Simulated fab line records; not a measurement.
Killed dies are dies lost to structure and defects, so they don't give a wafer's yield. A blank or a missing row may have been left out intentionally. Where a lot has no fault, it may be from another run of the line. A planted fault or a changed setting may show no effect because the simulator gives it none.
Chamber matching    flow nand-harc    4 sister chambers for NHARC_P_BONDPAD_CMP_32 on cmp-04
The step polishes SiCN, target thk 200 nm. 4 wafers are shown with their chamber, then 9 later ones without.

WAFERS PAIRED WITH THEIR CHAMBERS
wafer   chamber  motor-current-A (A)
L084.3  1        13.3
L084.1  0        11.7
L084.5  3        12.0
L084.6  2        14.1

WAFERS MISSING THEIR CHAMBER
wafer   motor-current-A (A)
L087.1  12.1
L087.5  14.0
L087.6  13.6
L086.2  13.2
L086.4  11.9
L086.6  14.3
L089.2  14.4
L089.3  13.2
L089.5  11.9

WHICH CHAMBER EACH WENT THROUGH
wafer   from the rows above      in truth
L087.1  can't be placed: 3 or 0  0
L087.5  2                        2
L087.6  can't be placed: 1 or 2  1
L086.2  1                        1
L086.4  can't be placed: 3 or 0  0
L086.6  2                        2
L089.2  2                        2
L089.3  1                        1
L089.5  can't be placed: 3 or 0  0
5 of 9 placed correctly. Can't be placed from these rows: 4 (the true chamber is among the candidates in 4). Wrongly placed: 0.
How it was worked out, from the rows above alone: a wafer's distance from a chamber is the root of the sum, over the readings, of the square of ((its reading less the chamber's mean) divided by the reading's scatter). If the next closest chamber is less than 2 further off than the closest, the wafer can't be placed; otherwise it belongs to the closest. Each chamber's mean is taken over the wafers shown for it. The scatter: root of mean squared gap, hidden wafer to nearest shown wafer, with one shown wafer a chamber.
